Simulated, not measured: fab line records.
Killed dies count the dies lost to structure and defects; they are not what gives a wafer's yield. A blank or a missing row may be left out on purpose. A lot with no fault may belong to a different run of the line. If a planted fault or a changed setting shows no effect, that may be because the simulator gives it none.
fab line records | flow nand-harc
[record] lots = 5 wafers = 15 last-day = 30
route steps=1302 shown THIN_TSV@1282 END@1301
lots that met no fault: from a run of the same line without faults
start-h: hours from the record's opening day to when the first of the lot's shown wafers began | wait-h: time in hours since the lot's previous step | " the same as in the row above | L1.1+2: several wafers, shown together as one row | - either no value or no given start | * or withheld: withheld | < > ~ a bound
route shown NAME@n: NAME is a module with steps in the file, n the number in the route of the first one | usual: mean and standard deviation over wafers with no fault | same: alike in all rows | chamber/n: place in a boat | sites: readings site by site | _std_site: standard deviation across them | _edge_site: mean of outer sites minus mean of inner sites | radius-mm: how far each site lies from the wafer's centre | mask NAME#n: copy n | behind: tool/chamber where the wafer was last shaped | hold: why the lot went on hold/how many hours it stayed there/how the hold came to an end | device: names the non-switching transistor (n, p or np) | end of line: the tests these same wafers got at the end of their route | a step given without rows: its recipe and nothing more | killed: dies lost to structure and defects at the first sort, not the wafer's yield | map: the dies of a wafer, with x for killed, . for not killed, _ for no die there
set.NAME: setting as actually run; set.NAME@STEP: the setting as run at that earlier step | model.NAME: the simulator's own value behind a step, which no gauge read
certain route steps with their lots: each step a table, each wafer a row
services: from which hour (start-h, from the record's first day; less than 0 if before it) a tool's chamber was out of use, for how many hours, and why
[[steps]]
[step NHARC_THIN_TSV_PVD_24]
[recipe] target-thk-a = 8000 power-w = withheld chamber-pressure-pa = withheld substrate-temp-c = withheld time-s = withheld gas = Ar material = Al
// columns lot.wafer tool chamber start-h wait-h
L081.3+1+4 pvd-sputter-02 - 628.83 0.1
L084.2+4+6 pvd-sputter-01 - 646.67 0.2
L087.3+1+6 pvd-sputter-01 - 683.58 0.1
L089.4+5+6 pvd-sputter-02 - 695.64 0.2
L090.3+2+4 pvd-sputter-01 - 711.97 0.1
[step NHARC_THIN_TSV_DEHYDRATE_25]
[recipe] temp-c = 150 time-s = 120
// columns lot.wafer tool chamber start-h wait-h
L081.1+3+4 litho-track-07 0 629.25 -
L084.2+4+6 litho-track-02 0 646.99 -
L087.1+3+6 litho-track-07 0 683.99 -
L089.4+5+6 litho-track-05 0 695.95 -
L090.2+3+4 litho-track-02 0 712.39 -
[step NHARC_THIN_TSV_HMDS_26]
[recipe] time-s = 30
// columns lot.wafer tool chamber start-h wait-h
L081.1+3+4 litho-track-07 0 - -
L084.2+4+6 litho-track-02 0 - -
L087.1+3+6 litho-track-07 0 - -
L089.4+5+6 litho-track-05 0 - -
L090.2+3+4 litho-track-02 0 - -
[step NHARC_THIN_TSV_COAT_27]
[recipe] spin-rpm = *
// columns lot.wafer tool chamber start-h wait-h
L081.1+3+4 litho-track-07 0 - -
L084.2+4+6 litho-track-02 0 - -
L087.1+3+6 litho-track-07 0 - -
L089.4+5+6 litho-track-05 0 - -
L090.2+3+4 litho-track-02 0 - -
[step NHARC_THIN_TSV_SOFTBAKE_28]
[recipe] temp-c = 122 time-s = 95
// columns lot.wafer tool chamber start-h wait-h
L081.1+3+4 litho-track-07 0 - -
L084.2+4+6 litho-track-02 0 - -
L087.1+3+6 litho-track-07 0 - -
L089.4+5+6 litho-track-05 0 - -
L090.2+3+4 litho-track-02 0 - -
[step NHARC_THIN_TSV_EBR_29]
// columns lot.wafer tool chamber start-h wait-h
L081.1+3+4 litho-track-07 0 - -
L084.2+4+6 litho-track-02 0 - -
L087.1+3+6 litho-track-07 0 - -
L089.4+5+6 litho-track-05 0 - -
L090.2+3+4 litho-track-02 0 - -
[step NHARC_THIN_TSV_EXPOSE_30]
[recipe] na = 0.55 dose-mj = 11.47 mask-id = PAD
// columns lot.wafer tool chamber start-h wait-h mask
L081.1+3+4 krf-scanner-01 0 629.52 - PAD#0
L084.2+4+6 krf-scanner-01 0 647.14 - PAD#0
L087.1+3+6 krf-scanner-03 0 684.13 - PAD#0
L089.4+5+6 krf-scanner-04 0 696.23 - PAD#0
L090.2+3+4 krf-scanner-04 0 712.53 - PAD#0
[step NHARC_THIN_TSV_PEB_31]
[recipe] peb-temp-c = 118 peb-time-s = 85
// columns lot.wafer tool chamber start-h wait-h
L081.1+3+4 litho-track-05 0 629.58 0.1
L084.2+4+6 litho-track-05 0 647.20 0.1
L087.1+3+6 litho-track-02 0 684.20 0.1
L089.4+5+6 litho-track-02 0 696.28 0.0
L090.2+3+4 litho-track-05 0 712.60 0.1
[step NHARC_THIN_TSV_DEVELOP_32]
[recipe] time-s = 70
// columns lot.wafer tool chamber start-h wait-h
L081.1+3+4 litho-track-05 0 - -
L084.2+4+6 litho-track-05 0 - -
L087.1+3+6 litho-track-02 0 - -
L089.4+5+6 litho-track-02 0 - -
L090.2+3+4 litho-track-05 0 - -
[step NHARC_THIN_TSV_CD_MEAS_33]
[recipe] target-cd-nm = 5000 landing-energy-ev = 500
[usual] cd-nm = 5000.6/1.3
// columns lot.wafer tool chamber start-h wait-h cd-nm
L081.1 cd-sem-02 0 629.67 - 4999.2
L081.3 " 0 " " 4998.9
L081.4 " 0 " " 5000.5
L084.2 cd-sem-03 0 647.30 - 5000.9
L084.4 " 0 " " 5002.2
L084.6 " 0 " " 5000.6
L087.1 cd-sem-03 0 684.29 - 5000.9
L087.3 " 0 " " 5004.4
L087.6 " 0 " " 5003.5
L089.4 cd-sem-03 0 696.38 - 5001.4
L089.5 " 0 " " 5001.0
L089.6 " 0 " " 5000.7
L090.2 cd-sem-01 0 712.69 - 5001.9
L090.3 " 0 " " 4998.6
L090.4 " 0 " " 4999.5
[step NHARC_THIN_TSV_HARDBAKE_34]
[recipe] temp-c = 125 time-s = 80
// columns lot.wafer tool chamber start-h wait-h
L081.1+3+4 litho-track-07 0 629.75 -
L084.2+4+6 litho-track-02 0 647.38 -
L087.1+3+6 litho-track-05 0 684.37 -
L089.4+5+6 litho-track-07 0 696.46 -
L090.2+3+4 litho-track-05 0 712.77 -
[step NHARC_THIN_TSV_DESCUM_35]
[recipe] time-s = 3 o2-flow-sccm = 200 ar-flow-sccm = 0 bias-power-w = 0 chemistry = O2
[usual] drypump-motor-current-A = 5.9/0.39 oes-product-au = 1.005/0.0077 rf-vpp-V = 57.6/0.95 showerhead-plenum-p-Torr = 1.91/0.11 throttle-valve-pct = 11.310/0.0096
[same] bias-power-w = 0
// columns lot.wafer tool chamber start-h wait-h drypump-motor-current-A oes-product-au rf-hours-counter-h rf-vpp-V showerhead-plenum-p-Torr throttle-valve-pct
L081.3 rie-diel-09 0 629.83 - 5.5 1.010 7.3 57.2 1.78 11.304
L081.1 " 2 " " 5.6 1.002 7.6 58.2 1.99 11.297
L081.4 " 3 " " 6.2 1.017 7.3 57.9 2.06 11.308
L084.4 rie-diel-09 0 647.48 - 5.6 0.999 7.7 56.9 1.78 11.303
L084.2 " 1 " " 6.0 1.005 6.2 55.8 1.81 11.301
L084.6 " 3 " " 6.2 1.010 - 57.3 2.06 11.313
L087.3 rie-diel-08 0 684.46 - 5.8 0.992 6.9 55.4 1.79 11.312
L087.1 " 1 " " 6.8 1.008 6.1 58.7 1.92 11.324
L087.6 " 3 " " 5.9 0.995 - 59.9 2.04 11.308
L089.4 rie-diel-05 0 696.54 - 5.5 1.008 4.8 57.5 2.04 11.318
L089.5 " 3 " " 5.0 1.015 - 56.4 1.78 11.305
L089.6 " 0 " " 5.4 1.004 - 58.1 2.04 11.318
L090.2 rie-diel-08 1 712.84 - 6.8 1.002 8.2 57.2 1.92 11.317
L090.3 " 2 " " 5.9 0.996 8.8 57.8 1.87 11.299
L090.4 " 0 " " 5.8 1.010 9.1 57.3 1.79 11.319
[step NHARC_THIN_TSV_ETCH_59]
[recipe] target-depth-a = 8800 icp-w = 900 bias-w = 100 Cl2_flow_sccm = 60 bcl3-flow-sccm = 30 time-s = 138.1 chemistry = Cl2/BCl3
[usual] drypump-motor-current-A = 5.9/0.53 mfc-cl2-sccm = 60.01/0.17 oes-product-au = 1.000/0.0066 throttle-valve-pct = 22.265/0.0098
// columns lot.wafer tool chamber start-h wait-h drypump-motor-current-A mfc-cl2-sccm oes-product-au rf-hours-counter-h throttle-valve-pct
L081.1 rie-metal-01 0 629.96 0.1 4.8 60.18 1.000 0.6 22.272
L081.4 " 0 " " 4.9 60.33 0.988 - 22.254
L081.3 " 1 " " 5.4 59.87 0.988 - 22.263
L084.2 rie-metal-01 1 647.58 0.1 5.4 60.16 0.994 1.1 22.272
L084.4 " 0 " " 4.9 60.29 1.000 - 22.262
L084.6 " 0 " " 4.9 59.88 1.000 - 22.279
L087.1 rie-metal-02 0 684.61 0.1 6.0 60.25 0.994 0.4 22.278
L087.3 " 0 " " 6.0 60.00 0.988 - 22.270
L087.6 " 0 " " 6.0 60.14 0.991 - 22.243
L089.4 rie-metal-02 1 696.77 0.2 6.1 60.11 1.009 - 22.256
L089.5 " 0 " " 6.1 60.06 0.995 - 22.266
L089.6 " 1 " " 6.1 60.05 0.998 - 22.269
L090.2 rie-metal-01 0 712.97 0.1 4.9 59.83 0.999 2.4 22.255
L090.3 " 0 " " 4.9 59.57 1.007 - 22.262
L090.4 " 1 " " 5.4 60.24 1.012 - 22.258
[step NHARC_THIN_TSV_ETCH_36]
[recipe] target-depth-a = 650 over-etch-frac = 0.3 time-s = 18.571 ion-energy-ev = 150 chemistry = Cl2/BCl3
[usual] drypump-motor-current-A = 5.9/0.54 oes-product-au = 0.999/0.0069
[same] over-etch-frac = 0.3
// columns lot.wafer tool chamber start-h wait-h drypump-motor-current-A oes-product-au rf-hours-counter-h
L081.1 rie-metal-01 1 630.22 0.2 5.4 0.995 0.8
L081.3 " 1 " " 5.4 1.000 -
L081.4 " 0 " " 4.9 1.006 -
L084.2 rie-metal-01 1 647.84 0.2 5.4 1.004 1.2
L084.4 " 0 " " 4.8 1.011 -
L084.6 " 1 " " 5.4 1.003 -
L087.1 rie-metal-02 1 684.84 0.2 6.1 1.004 0.6
L087.3 " 0 " " 6.0 0.997 -
L087.6 " 0 " " 6.0 0.996 -
L089.4 rie-metal-02 1 696.93 0.1 6.1 1.004 -
L089.6 " 1 " " 6.1 1.000 -
L089.5 " 0 " " 6.0 0.993 -
L090.2 rie-metal-01 1 713.24 0.2 5.4 0.992 2.5
L090.4 " 0 " " 4.8 0.999 -
L090.3 " 1 " " 5.4 0.988 -
[step NHARC_THIN_TSV_STRIP_56]
[recipe] power-w = 1500 temp-c = 250 chemistry = O2
[usual] drypump-motor-current-A = 5.4/0.32 heater-power-w = 309/21
// columns lot.wafer tool chamber start-h wait-h drypump-motor-current-A heater-power-w rf-hours-counter-h
L081.1 plasma-asher-02 0 630.36 0.1 5.6 291 3
L081.3 " 1 " " 4.9 323 -
L081.4 " 0 " " 5.7 291 -
L084.2 plasma-asher-02 0 647.99 0.1 5.7 285 6
L084.4 " 0 " " 5.6 284 -
L084.6 " 0 " " 5.6 283 -
L087.1 plasma-asher-02 0 684.94 0.1 5.6 288 13
L087.3 " 1 " " 4.9 336 -
L087.6 " 0 " " 5.6 293 -
L089.4 plasma-asher-02 1 697.16 0.2 4.9 334 -
L089.5 " 0 " " 5.6 298 -
L089.6 " 1 " " 4.9 331 -
L090.2 plasma-asher-01 0 713.33 0.1 5.4 290 1
L090.3 " 0 " " 5.4 292 -
L090.4 " 1 " " 5.7 329 -
[step NHARC_THIN_TSV_STRIP_57]
[recipe] time-s = 1200 temp-c = 72.5 chemistry = post-etch-residue-remover
// columns lot.wafer tool chamber start-h wait-h
L081.4+3+1 wet-bench-10 2,4,6 630.67 0.2
L084.2+4+6 wet-bench-10 6,7,1 648.31 0.3
L087.1+3+6 wet-bench-10 5,0,1 685.30 0.3
L089.5+6+4 wet-bench-10 3,4,0 697.37 0.1
L090.3+4+2 wet-bench-10 3,5,6 713.69 0.2
[step NHARC_THIN_TSV_CD_MEAS_37]
[usual] cd-nm = 5000.2/1.9
// columns lot.wafer tool chamber start-h wait-h cd-nm
L081.1 cd-sem-03 - 631.11 - 4998.5
L081.3 " - " " 5000.4
L081.4 " - " " 4999.9
L084.2 cd-sem-01 - 648.74 - 4997.8
L084.4 " - " " 4999.0
L084.6 " - " " 5001.4
L087.1 cd-sem-01 - 685.73 - 4999.3
L087.3 " - " " 5003.5
L087.6 " - " " 4999.7
L089.4 cd-sem-01 - 697.82 - 5000.6
L089.5 " - " " 4999.6
L089.6 " - " " 5001.4
L090.2 cd-sem-01 - 714.12 - 5000.0
L090.3 " - " " 4997.8
L090.4 " - " " 4996.7
[step NHARC_THIN_TSV_ANNEAL_58]
[recipe] temp-c = 400 time-s = 1800
[usual] spike-tc-bottom-C = 425/3.1 tube_center_temp_C_max = 401.04/0.18 zone-power-centre-pct = 4.8/0.57
// columns lot.wafer tool chamber start-h wait-h spike-tc-bottom-C tube_center_temp_C_max zone-power-centre-pct
L081.1 furnace-06 0 634.18 3.1 420 401.05 5.4
L081.3 " 0 " " 422 400.98 5.5
L081.4 " 0 " " 421 400.78 5.6
L084.2 furnace-07 0 651.94 3.2 427 401.03 4.7
L084.4 " 0 " " 426 401.00 4.6
L084.6 " 0 " " 426 401.39 4.7
L087.1 furnace-07 0 690.61 4.9 425 401.36 4.7
L087.3 " 0 " " 425 400.93 4.6
L087.6 " 0 " " 424 401.24 4.7
L089.4 furnace-06 0 699.63 1.8 421 400.79 5.5
L089.5 " 0 " " 423 400.84 5.5
L089.6 " 0 " " 422 401.25 5.6
L090.2 furnace-06 0 717.19 3.1 422 401.61 5.4
L090.3 " 0 " " 422 401.23 5.5
L090.4 " 0 " " 421 400.83 5.6
[step NHARC_THIN_TSV_INSPECT_40]
[usual] raw-defect-count = 555/82
// columns lot.wafer tool chamber start-h wait-h raw-defect-count
L081.1 defect-inspect-02 - 635.63 0.4 582
L081.3 " - " " 600
L081.4 " - " " 685
L084.2 defect-inspect-01 - 653.37 0.4 528
L084.4 " - " " 672
L084.6 " - " " 549
L087.1 defect-inspect-01 - 692.09 0.4 498
L087.3 " - " " 633
L087.6 " - " " 576
L089.4 defect-inspect-01 - 701.06 0.4 550
L089.5 " - " " 473
L089.6 " - " " 518
L090.2 defect-inspect-02 - 718.64 0.4 637
L090.3 " - " " 696
L090.4 " - " " 740
[step NHARC_END_WLT_00]
[usual] VT_DECK1_BOTTOM = 0.869/0.0055 VT_DECK1_BOTTOM_INNER = 0.869/0.0058 VT_DECK1_MEDIAN_NEAR_BOTTOM = 0.871/0.0057 VT_DECK1_MEDIAN_NEAR_BOTTOM_INNER = 0.870/0.0055 VT_DECK1_MIDDLE = 0.883/0.0051 VT_DECK1_MIDDLE_INNER = 0.882/0.006 VT_DECK1_TOP = 0.893/0.0061 VT_DECK1_TOP_INNER = 0.894/0.0063 VT_DECK2_BOTTOM = 0.871/0.0071 VT_DECK2_BOTTOM_INNER = 0.871/0.0066 VT_DECK2_MEDIAN_NEAR_BOTTOM = 0.872/0.0074 VT_DECK2_MEDIAN_NEAR_BOTTOM_INNER = 0.872/0.0066 VT_DECK2_MIDDLE = 0.885/0.0071 VT_DECK2_MIDDLE_INNER = 0.885/0.0069 VT_DECK2_TOP = 0.897/0.0073 VT_DECK2_TOP_INNER = 0.897/0.0078
// columns lot.wafer tool chamber start-h wait-h VT_DECK1_BOTTOM VT_DECK1_BOTTOM_INNER VT_DECK1_MEDIAN_NEAR_BOTTOM VT_DECK1_MEDIAN_NEAR_BOTTOM_INNER VT_DECK1_MIDDLE VT_DECK1_MIDDLE_INNER VT_DECK1_TOP VT_DECK1_TOP_INNER VT_DECK2_BOTTOM VT_DECK2_BOTTOM_INNER VT_DECK2_MEDIAN_NEAR_BOTTOM VT_DECK2_MEDIAN_NEAR_BOTTOM_INNER VT_DECK2_MIDDLE VT_DECK2_MIDDLE_INNER VT_DECK2_TOP VT_DECK2_TOP_INNER
L081.1 prober-01 - 635.68 0.0 0.874 0.866 0.881 0.871 0.889 0.890 0.890 0.902 0.874 0.868 0.875 0.867 0.896 0.889 0.895 0.902
L081.3 " - 636.70 1.1 0.870 0.870 0.876 0.863 0.888 0.884 0.901 0.890 0.874 0.875 0.882 0.875 0.886 0.897 0.901 0.913
L081.4 " - " " 0.873 0.873 0.870 0.874 0.899 0.885 0.891 0.891 0.878 0.881 0.869 0.880 0.883 0.888 0.896 0.906
L084.2 prober-01 - 653.92 0.5 0.873 0.867 0.865 0.871 0.891 0.880 0.894 0.901 0.866 0.865 0.863 0.860 0.888 0.884 0.896 0.905
L084.4 " - 654.92 1.5 0.865 0.866 0.871 0.871 0.880 0.879 0.894 0.898 0.874 0.872 0.883 0.874 0.884 0.892 0.901 0.902
L084.6 " - 655.92 2.5 0.876 0.873 0.868 0.871 0.874 0.885 0.888 0.895 0.878 0.872 0.869 0.884 0.894 0.883 0.899 0.901
L087.1 prober-01 - 692.13 0.0 0.872 0.867 0.869 0.859 0.877 0.876 0.888 0.883 0.873 0.872 0.882 0.867 0.883 0.887 0.897 0.894
L087.3 " - 693.13 1.0 0.867 0.862 0.865 0.872 0.878 0.877 0.890 0.896 0.873 0.881 0.867 0.876 0.885 0.890 0.901 0.897
L087.6 " - 694.63 2.5 0.861 0.868 0.871 0.873 0.882 0.875 0.881 0.897 0.871 0.873 0.868 0.870 0.886 0.877 0.897 0.896
L089.4 prober-01 - 702.60 1.5 0.873 0.872 0.877 0.873 0.882 0.889 0.902 0.894 0.865 0.875 0.870 0.861 0.870 0.873 0.889 0.894
L089.5 " - " " 0.872 0.862 0.879 0.872 0.891 0.885 0.902 0.905 0.875 0.874 0.865 0.874 0.889 0.880 0.890 0.886
L089.6 " - " " 0.873 0.878 0.866 0.872 0.895 0.883 0.891 0.903 0.867 0.859 0.859 0.868 0.876 0.874 0.898 0.890
L090.2 prober-01 - 719.18 0.5 0.872 0.869 0.871 0.869 0.880 0.879 0.895 0.899 0.869 0.868 0.862 0.870 0.880 0.874 0.894 0.884
L090.3 " - " " 0.863 0.866 0.869 0.865 0.879 0.888 0.889 0.885 0.866 0.867 0.873 0.867 0.879 0.882 0.902 0.897
L090.4 " - " " 0.859 0.864 0.867 0.859 0.882 0.884 0.897 0.895 0.860 0.870 0.866 0.866 0.872 0.883 0.893 0.888
[step NHARC_END_SORT_01]
[recipe] temp-c = 25
[usual] defect-limited-yield = 92.9/2.4 killed-at-array = 44/16 killed-at-other = 0.6/1.1 killed-at-periphery = 3.9/2.6 killed-dies = 48/16 killed-open = 3.1/1.9 killed-short = 2.4/1.8 sort_bin_2_pct = 2.6/1 sort_bin_3_pct = 0.6/0.39 sort_bin_4_pct = 4.0/1.4 sort-n-pass = 629/16 sort-rim-yield-pct = 89/4.3 sort-yield-pct = 92.9/2.4
[same] gross-dies = 677 sort_bin_5_pct[%] = 0 sort_bin_6_pct[%] = 0 sort_bin_7_pct[%] = 0 sort_bin_8_pct[%] = 0 sort-rim-n-gross = 106.00
// columns lot.wafer tool chamber start-h wait-h defect-limited-yield[%] killed-at-array killed-at-other killed-at-periphery killed-dies killed-open killed-short sort_bin_2_pct[%] sort_bin_3_pct[%] sort_bin_4_pct[%] sort-n-pass sort-rim-yield-pct[%] sort-yield-pct[%]
L084.2 prober-01 0 657.22 2.8 92.6 41 0 9 50 5 1 2.8 0.1 4.4 627 87 92.6
L089.4 prober-01 0 706.52 3.4 93.1 37 2 8 47 7 2 3.2 0.4 3.2 630 88 93.1
L089.5 prober-01 0 707.32 3.7 95.6 27 0 3 30 2 1 1.8 0.3 2.4 647 87 95.6
L089.6 prober-01 0 708.13 4.0 93.6 29 3 11 43 3 3 2.8 0.7 2.8 634 90 93.6
L090.2 prober-01 0 722.51 2.8 90.7 56 0 7 63 4 0 3.1 1.2 5.0 614 80 90.7
L090.3 prober-01 0 723.33 3.1 89.8 65 0 4 69 5 3 4.1 0.4 5.6 608 78 89.8
L090.4 prober-01 0 724.15 3.5 86.4 85 1 6 92 5 8 4.9 1.3 7.4 585 84 86.4
// killed by level:class
L084.2 A_SLIT:chamber-film-flake=14 A_CHANNEL_HOLE_D2:chamber-film-flake=11 A_STAIRCASE:chamber-film-flake=6 P_M2:chamber-film-flake=5 A_CHANNEL_HOLE_D1:chamber-film-flake=3 A_CONTACT:chamber-film-flake=2 P_CONTACT:geometric-particle:open=1 P_M0:geometric-particle:open=1
L089.4 A_SLIT:chamber-film-flake=15 P_CONTACT:chamber-film-flake=7 A_CHANNEL_HOLE_D1:chamber-film-flake=7 A_M0:geometric-particle:open=3 A_CONTACT:chamber-film-flake=3 A_ONON_D1:geometric-particle:open=2 A_DECK1_JOINT:chamber-film-flake=2 THIN_TSV:chamber-film-flake=2
L089.5 A_SLIT:chamber-film-flake=16 P_GATE:chamber-film-flake=2 A_CHANNEL_HOLE_D1:chamber-film-flake=2 A_CHANNEL_FILL_D2:chamber-film-flake=2 A_STAIRCASE:chamber-film-flake=2 A_CHANNEL_HOLE_D1:geometric-particle:open=1 A_DECK1_JOINT:geometric-particle:open=1 A_DECK1_JOINT:geometric-particle:short=1
L089.6 A_SLIT:chamber-film-flake=18 P_CONTACT:chamber-film-flake=7 P_ZERO_WELL:chamber-film-flake=3 A_CHANNEL_HOLE_D1:chamber-film-flake=3 THIN_TSV:chamber-film-flake=3 A_ONON_D2:geometric-particle:open=2 A_CHANNEL_FILL_D2:geometric-particle:short=1 A_BLC:geometric-particle:open=1
L090.2 A_CHANNEL_HOLE_D1:chamber-film-flake=20 A_SLIT:chamber-film-flake=14 A_CHANNEL_HOLE_D2:chamber-film-flake=12 P_M1:chamber-film-flake=4 A_STAIRCASE:chamber-film-flake=3 A_CONTACT:chamber-film-flake=3 A_CHANNEL_FILL_D2:chamber-film-flake=2 P_GATE:geometric-particle:open=1
L090.3 A_SLIT:chamber-film-flake=22 A_CHANNEL_HOLE_D1:chamber-film-flake=13 A_CHANNEL_HOLE_D2:chamber-film-flake=10 A_STAIRCASE:chamber-film-flake=8 P_M1:chamber-film-flake=2 A_CONTACT:chamber-film-flake=2 P_GATE:geometric-particle:open=1 A_CHANNEL_HOLE_D1:geometric-particle:open=1
L090.4 A_CHANNEL_HOLE_D1:chamber-film-flake=34 A_SLIT:chamber-film-flake=18 A_CHANNEL_HOLE_D2:chamber-film-flake=15 A_ONON_D1:geometric-particle:short=4 A_CONTACT:geometric-particle:open=2 P_M1:chamber-film-flake=2 A_M0:chamber-film-flake=2 A_CONTACT:chamber-film-flake=1
[[services]]
// columns tool chamber start-h hours kind
plasma-asher-02 - 608.39 9.0 pm
krf-scanner-01 - 619.58 0.2 repair
krf-scanner-03 - 621.42 0.2 repair
rie-metal-02 - 631.00 9.0 pm
pvd-sputter-02 - 638.06 10.0 pm
pvd-sputter-01 - 638.48 5.0 repair
rie-metal-01 0 642.99 2.5 repair
rie-diel-05 - 645.95 6.1 repair
litho-track-05 - 649.00 7.0 pm
plasma-asher-02 - 649.70 1.8 repair
rie-metal-02 - 651.85 0.7 repair
krf-scanner-01 - 656.03 4.0 pm
rie-diel-05 2 657.69 38.7 repair
furnace-06 - 658.22 26.0 pm
wet-bench-10 - 665.91 8.0 pm
pvd-sputter-01 - 672.18 4.0 repair
wet-bench-10 0 673.91 - consumable-replace:bath
rie-diel-09 - 674.21 9.0 pm
plasma-asher-01 - 680.66 3.0 repair
krf-scanner-01 - 686.69 6.1 repair
plasma-asher-01 - 696.04 9.0 pm
krf-scanner-04 - 698.00 4.0 pm
krf-scanner-03 - 712.79 0.2 repair
pvd-sputter-02 - 713.26 3.9 repair
[[key]]
fault none
